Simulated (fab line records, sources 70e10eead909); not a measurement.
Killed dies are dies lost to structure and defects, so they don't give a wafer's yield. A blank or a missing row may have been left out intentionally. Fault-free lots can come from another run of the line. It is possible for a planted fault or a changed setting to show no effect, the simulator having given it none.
Chamber matching -- flow nandHarc -- NHARC_A_CHANNEL_HOLE_D2_DESCUM_15 on rieDiel-04: 4 sister chambers
The step chemistry O2, time 3 s. 8 wafers are shown with their chamber, then 7 later ones without.

== WAFERS WITH THEIR CHAMBER ==
wafer,chamber,oesProductAu (a.u.),throttleValvePct (%)
L632.3,3,0.989,11.301
L633.2,3,0.996,11.289
L633.6,1,0.968,11.311
L642.1,0,1.017,11.319
L642.3,2,1.017,11.315
L642.4,1,1.001,11.318
L643.1,0,1.005,11.314
L643.2,2,1.003,11.305

== WAFERS WITH NO CHAMBER GIVEN ==
wafer,oesProductAu (a.u.),throttleValvePct (%)
L643.6,1.001,11.323
L646.1,1.010,11.307
L646.2,1.013,11.318
L646.4,1.016,11.304
L649.1,1.012,11.286
L649.4,1.023,11.290
L649.5,0.999,11.315

== WHICH CHAMBER EACH WENT THROUGH ==
wafer,from the rows above,in truth
L643.6,can't be placed: 0 or 1 or 2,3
L646.1,can't be placed: 2 or 0 or 1 or 3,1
L646.2,can't be placed: 0 or 2 or 1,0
L646.4,can't be placed: 2 or 0 or 3 or 1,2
L649.1,can't be placed: 3 or 2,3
L649.4,can't be placed: 3 or 2 or 0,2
L649.5,can't be placed: 0 or 1 or 2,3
0 of 7 placed correctly. Not placeable from these rows: 7 (in 5, the candidates include the true chamber). Placed wrongly: 0.
How it was worked out, from the rows above alone: a wafer's distance from a chamber is the root of the sum, over the readings, of the square of ((its reading less the chamber's mean) divided by the reading's scatter). The wafer belongs to the nearest chamber; if the next one is less than 2 further off, it can't be placed. The mean given for a chamber averages the wafers shown for that chamber. The scatter is the square root of a quotient: the sum, over the shown wafers, of each reading's squared deviation from its chamber's mean, divided by wafers minus chambers.
